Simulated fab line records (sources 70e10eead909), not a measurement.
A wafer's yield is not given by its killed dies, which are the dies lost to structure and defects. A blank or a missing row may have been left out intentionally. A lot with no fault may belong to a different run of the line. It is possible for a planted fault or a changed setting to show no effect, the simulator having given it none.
Chamber matching :: flow nandHarc :: NHARC_A_CHANNEL_FILL_D2_ETCHBACK_20 on rieDiel-11: 4 sister chambers
The step etches the open film in C4F8/O2/Ar, target depth 27 nm, time 13.5 s. 8 wafers are shown with their chamber, then 12 later ones without.

## WAFERS, EACH WITH ITS CHAMBER
wafer: L082.2
chamber: 3
rfVppV (V): 982
oesProductAu (a.u.): 0.985

wafer: L083.1
chamber: 2
rfVppV (V): 983
oesProductAu (a.u.): 1.002

wafer: L083.4
chamber: 3
rfVppV (V): 981
oesProductAu (a.u.): 0.978

wafer: L085.5
chamber: 0
rfVppV (V): 987
oesProductAu (a.u.): 1.015

wafer: L085.6
chamber: 1
rfVppV (V): 977
oesProductAu (a.u.): 1.004

wafer: L086.3
chamber: 2
rfVppV (V): 983
oesProductAu (a.u.): 1.011

wafer: L086.5
chamber: 1
rfVppV (V): 977
oesProductAu (a.u.): 1.020

wafer: L086.6
chamber: 0
rfVppV (V): 987
oesProductAu (a.u.): 0.982

## WAFERS WHOSE CHAMBER IS MISSING
wafer: L089.3
rfVppV (V): 986
oesProductAu (a.u.): 0.981

wafer: L089.5
rfVppV (V): 985
oesProductAu (a.u.): 0.985

wafer: L089.6
rfVppV (V): 977
oesProductAu (a.u.): 1.019

wafer: L091.1
rfVppV (V): 976
oesProductAu (a.u.): 1.018

wafer: L091.2
rfVppV (V): 983
oesProductAu (a.u.): 0.992

wafer: L091.6
rfVppV (V): 984
oesProductAu (a.u.): 0.989

wafer: L093.1
rfVppV (V): 982
oesProductAu (a.u.): 1.019

wafer: L093.2
rfVppV (V): 983
oesProductAu (a.u.): 0.999

wafer: L093.6
rfVppV (V): 981
oesProductAu (a.u.): 1.015

wafer: L094.1
rfVppV (V): 976
oesProductAu (a.u.): 0.933

wafer: L094.2
rfVppV (V): 981
oesProductAu (a.u.): 0.932

wafer: L094.6
rfVppV (V): 983
oesProductAu (a.u.): 0.938

## WHICH CHAMBER EACH ONE RAN IN
wafer: L089.3
from the rows above: 0
in truth: 0

wafer: L089.5
from the rows above: can't be placed: 0 or 2
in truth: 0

wafer: L089.6
from the rows above: 1
in truth: 1

wafer: L091.1
from the rows above: 1
in truth: 1

wafer: L091.2
from the rows above: 2
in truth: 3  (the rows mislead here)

wafer: L091.6
from the rows above: 2
in truth: 2

wafer: L093.1
from the rows above: can't be placed: 2 or 3
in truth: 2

wafer: L093.2
from the rows above: 2
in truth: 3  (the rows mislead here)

wafer: L093.6
from the rows above: 3
in truth: 3

wafer: L094.1
from the rows above: 1
in truth: 1

wafer: L094.2
from the rows above: 3
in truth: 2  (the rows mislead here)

wafer: L094.6
from the rows above: can't be placed: 2 or 3
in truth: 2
Correct placement for 6 of the 12. From these rows, 3 cannot be placed; in 3 the true chamber is one of the candidates. Number placed wrongly: 3.
How it was worked out, from the rows above alone: a wafer's distance from a chamber is the root of the sum, over the readings, of the square of ((its reading less the chamber's mean) divided by the reading's scatter). If the next closest chamber is less than 2 further off than the closest, the wafer can't be placed; otherwise it belongs to the closest. Each chamber's mean is taken over the wafers shown for it. The scatter: the root of (the sum of the squares of (reading less its chamber's mean) over the shown wafers, divided by (wafers less chambers)).
